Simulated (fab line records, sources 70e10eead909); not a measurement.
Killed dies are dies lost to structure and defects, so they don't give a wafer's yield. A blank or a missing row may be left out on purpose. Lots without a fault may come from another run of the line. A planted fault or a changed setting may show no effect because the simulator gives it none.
Chamber matching | flow nand_harc | NHARC_A_CONTACT_DESCUM_47 on rie_diel-01: 4 sister chambers
The step chemistry O2, time 3 s. 4 wafers are shown with their chamber, then 9 later ones without.

WAFERS WITH THEIR CHAMBER
wafer  | chamber | showerhead_plenum_p_Torr (Torr)
L089.5 | 0       | 1.99
L091.2 | 1       | 1.83
L091.5 | 2       | 1.80
L091.6 | 3       | 1.79

WAFERS WITHOUT THEIR CHAMBER
wafer  | showerhead_plenum_p_Torr (Torr)
L090.3 | 1.99
L090.4 | 1.79
L090.5 | 1.83
L092.1 | 1.83
L092.5 | 1.79
L092.6 | 1.99
L094.1 | 1.79
L094.4 | 1.83
L094.6 | 1.78

WHICH CHAMBER EACH WENT THROUGH
wafer  | from the rows above | in truth
L090.3 | 0                   | 0
L090.4 | 3                   | 3
L090.5 | 1                   | 1
L092.1 | 1                   | 1
L092.5 | 3                   | 3
L092.6 | 0                   | 0
L094.1 | 3                   | 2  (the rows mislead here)
L094.4 | 1                   | 1
L094.6 | 3                   | 3
Placed correctly: 8 of 9. Can't be placed from these rows: 0. Placed wrongly: 1.
How it was worked out, from the rows above alone: a wafer's distance from a chamber is the root of the sum, over the readings, of the square of ((its reading less the chamber's mean) divided by the reading's scatter). The wafer belongs to the nearest chamber; if the next one is less than 2 further off, it can't be placed. A chamber's mean is the mean of its shown wafers. The scatter: with one shown wafer a chamber, the root of the mean of the squares of how far each hidden wafer lies from its nearest shown one.
